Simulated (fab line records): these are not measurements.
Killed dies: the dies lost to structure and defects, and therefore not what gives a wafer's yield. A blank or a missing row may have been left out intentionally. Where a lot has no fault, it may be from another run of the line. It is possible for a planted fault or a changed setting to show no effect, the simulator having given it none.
Which tool is to blame?	flow n5_finfet	10 lots, 30 wafers sampled, at 5 steps of a route of 1938

WHAT EACH GAUGE READ, for each wafer
N5_ZERO_LAYER_CD_MEAS_11: the cd target is 2000 nm. Usual: cd_nm at 1999.7 nm, with a standard deviation of 1.5.
lot	measured	on	cd_nm (nm)	flag
L368	day 2 06:41	cd_sem-02	2002.4 2001.0 1999.0	
L369	day 2 12:38	cd_sem-02	1997.2 1996.8 1997.0	
L371	day 3 00:38	cd_sem-02	2000.7 2001.8 2000.5	
L373	day 3 12:39	cd_sem-03	1999.5 2001.9 2001.1	
L376	day 4 06:49	cd_sem-03	2001.0 2000.3 1999.5	
L378	day 4 18:38	cd_sem-03	1999.3 1998.3 2003.7	
L380	day 5 06:38	cd_sem-03	2002.6 2002.0 1998.7	
L382	day 5 18:46	cd_sem-03	1999.8 1999.4 1997.8	
L383	day 6 00:38	cd_sem-02	1998.2 2000.0 1998.2	
L384	day 6 06:39	cd_sem-01	1996.4 1998.5 1999.1	

N5_PMOS_HMC_CHANNEL_EPI_CD_MEAS_09: the cd target is 237.4 nm. Usual: cd_nm at 237.4 nm, with a standard deviation of 0.86.
lot	measured	on	cd_nm (nm)	flag
L368	day 2 11:14	cd_sem-02	236.4 236.2 235.9	
L369	day 2 18:23	cd_sem-02	240.1 237.8 238.2	
L371	day 3 05:19	cd_sem-03	237.4 237.0 236.5	
L373	day 3 18:05	cd_sem-03	237.5 237.7 237.3	
L376	day 4 11:08	cd_sem-03	236.6 237.7 238.2	
L378	day 4 23:11	cd_sem-01	236.2 237.0 236.4	
L380	day 5 10:58	cd_sem-02	238.4 237.4 237.6	
L382	day 5 23:16	cd_sem-03	237.2 236.4 237.2	
L383	day 6 05:21	cd_sem-01	237.2 237.2 236.6	
L384	day 6 11:09	cd_sem-01	236.5 237.5 237.3	

N5_BEOL_M4_RC_MEAS_101. Usual: DIBL_N 36.6 mV/V, standard deviation 1.3; DIBL_P 36.4 mV/V, standard deviation 1.4; IOFF_N 0.167 nA/um, standard deviation 0.023; IOFF_P 0.219 nA/um, standard deviation 0.029; ION_N 678 uA/um, standard deviation 8.7; ION_P 464 uA/um, standard deviation 6.4; RS_NWELL 1038 ohm/sq, standard deviation 6.2; SS_N 71.5 mV/dec, standard deviation 0.53; SS_P 73.4 mV/dec, standard deviation 0.57; VT_N 248.5 mV, standard deviation 2.8; VT_P -249 mV, standard deviation 3.1.
lot	measured	on	DIBL_N (mV/V)	DIBL_P (mV/V)	IOFF_N (nA/um)	IOFF_P (nA/um)	ION_N (uA/um)	ION_P (uA/um)	RS_NWELL (ohm/sq)	SS_N (mV/dec)	SS_P (mV/dec)	VT_N (mV)	VT_P (mV)	flag
L368	day 9 01:15	prober-02	35.6 37.3 36.9	34.5 36.0 36.0	0.152 0.181 0.180	0.219 0.244 0.244	676 685 679	470 472 468	1040 1034 1049	71.3 71.9 71.7	73.5 73.3 73.9	247.8 246.9 249.0	-246 -247 -245	
L369	day 9 10:55	prober-02	37.2 37.2 39.4	36.1 35.8 38.8	0.166 0.158 0.219	0.233 0.233 0.279	688 691 702	471 470 477	1040 1027 1039	71.8 71.2 71.9	73.2 73.9 74.0	247.2 246.0 242.7	-245 -245 -246	
L371	day 10 10:31	prober-02	39.2 37.6 38.4	38.2 36.8 37.3	0.191 0.175 0.176	0.240 0.219 0.224	684 681 684	465 464 466	1036 1030 1044	72.3 72.0 72.6	73.7 72.9 73.1	248.0 247.0 248.2	-246 -248 -246	
L373	day 11 14:48	prober-02	35.0 37.0 37.8	34.1 36.9 37.1	0.133 0.166 0.169	0.192 0.239 0.238	666 681 669	462 471 459	1039 1028 1046	70.6 71.8 71.9	72.9 73.5 73.4	252.4 247.1 250.5	-249 -247 -246	
L376	day 11 14:51	prober-01	34.9 34.1 34.5	36.0 34.6 35.8	0.157 0.154 0.158	0.243 0.216 0.238	675 678 681	467 468 472	1051 1037 1043	71.3 71.1 71.1	73.4 72.9 73.4	252.5 248.4 249.7	-242 -246 -247	
L378	day 13 17:03	prober-01	35.5 36.0 36.7	37.1 38.0 38.3	0.165 0.177 0.189	0.201 0.215 0.210	674 673 670	460 457 455	1030 1032 1027	71.6 71.8 72.2	74.1 74.1 74.1	248.2 249.4 247.0	-253 -253 -251	
L380	day 13 08:50	prober-02	37.3 38.8 37.2	36.1 38.8 35.9	0.187 0.219 0.182	0.241 0.290 0.238	675 681 669	464 468 459	1041 1036 1042	72.4 72.3 72.7	73.5 75.0 73.2	248.6 245.4 246.7	-245 -244 -246	
L382	day 14 22:52	prober-02	35.9 37.9 36.3	35.8 39.4 36.2	0.145 0.187 0.144	0.185 0.237 0.190	671 676 673	463 460 460	1408 1396 1406	70.8 71.9 71.6	72.9 74.0 73.7	248.9 245.3 253.4	-254 -249 -252	OFF
L383	day 14 20:09	prober-02	35.9 35.2 36.6	35.4 35.2 36.0	0.156 0.148 0.169	0.219 0.225 0.230	675 681 681	464 472 466	1045 1052 1046	70.9 70.5 70.9	73.2 73.5 73.4	246.8 249.7 246.5	-250 -248 -248	
L384	day 14 18:17	prober-01	36.4 37.5 37.3	36.8 38.0 37.8	0.165 0.173 0.172	0.212 0.237 0.228	667 670 668	458 463 461	1407 1403 1409	71.5 71.5 71.3	73.0 73.5 73.2	246.2 247.3 247.1	-250 -248 -251	OFF

EACH LOT AND THE TOOL THAT RAN IT (in order: tool; ch and the chambers of the sampled wafers; start)
lot	N5_ZERO_LAYER_ETCH_18	N5_WELL_APT_IMPLANT_14
L368	rie_si-04 ch 0,1, day 2 07:00	implanter-01 ch 0, day 2 08:01
L369	rie_si-05 ch 1,3, day 2 12:50	implanter-01 ch 0, day 2 14:24
L371	rie_si-04 ch 0,1,3, day 3 00:47	implanter-01 ch 0, day 3 01:44
L373	rie_si-02 ch 1,2, day 3 13:21	implanter-02 ch 0, day 3 14:37
L376	rie_si-04 ch 0,2,3, day 4 07:03	implanter-01 ch 0, day 4 08:02
L378	rie_si-02 ch 0,1, day 4 18:47	implanter-02 ch 0, day 4 20:04
L380	rie_si-04 ch 1,3, day 5 06:47	implanter-02 ch 0, day 5 07:46
L382	rie_si-05 ch 1,2,3, day 5 18:55	implanter-02 ch 0, day 5 19:53
L383	rie_si-02 ch 0,2,3, day 6 00:47	implanter-01 ch 0, day 6 01:56
L384	rie_si-05 ch 2,3, day 6 06:50	implanter-02 ch 0, day 6 07:59
- N5_ZERO_LAYER_ETCH_18: etches Si in HBr/Cl2, target depth 120 nm, time 40 s.
- N5_WELL_APT_IMPLANT_14

WHAT THE TOOLS THEMSELVES READ (means of the sampled wafers that have a number; where no wafer has one, the mark that the record gives instead)
N5_ZERO_LAYER_ETCH_18. Usual: bias_w 74.99 W, standard deviation 0.2; drypump_motor_current_A 6.0 A, standard deviation 0.33; oes_product_au 1.006 a.u., standard deviation 0.016; throttle_valve_pct 36.24 %, standard deviation 0.23.
lot	tool	bias_w (W)	drypump_motor_current_A (A)	oes_product_au (a.u.)	throttle_valve_pct (%)	flag
L368	rie_si-04	74.70	6.2	0.990	36.09	
L369	rie_si-05	74.90	5.5	1.024	35.90	
L371	rie_si-04	74.90	6.0	0.993	36.19	
L373	rie_si-02	74.85	6.0	0.989	36.35	
L376	rie_si-04	74.88	6.0	1.001	36.30	
L378	rie_si-02	75.09	5.9	0.992	36.22	
L380	rie_si-04	75.01	6.2	1.001	36.13	
L382	rie_si-05	75.04	5.8	1.024	36.09	
L383	rie_si-02	75.06	5.9	1.002	36.52	
L384	rie_si-05	74.87	6.2	1.020	36.28	

N5_WELL_APT_IMPLANT_14. Usual: dose_ions_cm2 1.5001e+13, standard deviation 1.7e+10; faraday_current_uA 190, standard deviation 3.4.
lot	tool	dose_ions_cm2	faraday_current_uA	flag
L368	implanter-01	1.4983e+13	189	
L369	implanter-01	1.4995e+13	189	
L371	implanter-01	1.4987e+13	190	
L373	implanter-02	1.5001e+13	192	
L376	implanter-01	1.4996e+13	192	
L378	implanter-02	1.5025e+13	189	
L380	implanter-02	1.4983e+13	190	
L382	implanter-02	8.7350e+12	111	OFF
L383	implanter-01	1.5001e+13	190	
L384	implanter-02	8.6930e+12	109	OFF

THE ANSWER, worked out from the rows above alone
Rule: a lot counts as off when the mean over its wafers that have a number is more than 3 standard deviations away from the usual mean. Also off: a lot with no number at a reading for which 4 or more lots have one. Where the step has rows for the other lots, those lots are counted as sound. After the gauges, taken in route order, come the tools' own readings; for these a lot's mean is taken, as printed above. The first step at which some lot is off is used, and at that step the reading that is off furthest; a lot without a number counts as furthest.
Off: L382, L384, seen at N5_BEOL_M4_RC_MEAS_101 (RS_NWELL).
A tool fits if, at a process step before that reading, it ran every lot that is off, and no sound lot after the first of them. Not tried: the gauges at N5_BEOL_M4_RC_MEAS_101; whatever is off there is also off at N5_WELL_APT_IMPLANT_14, on other tools, and gauge error can't account for it. Undecided on this evidence; 2 tools fit (rie_si-05 at N5_ZERO_LAYER_ETCH_18, implanter-02 at N5_WELL_APT_IMPLANT_14).

WHAT THE SIMULATOR PUT IN
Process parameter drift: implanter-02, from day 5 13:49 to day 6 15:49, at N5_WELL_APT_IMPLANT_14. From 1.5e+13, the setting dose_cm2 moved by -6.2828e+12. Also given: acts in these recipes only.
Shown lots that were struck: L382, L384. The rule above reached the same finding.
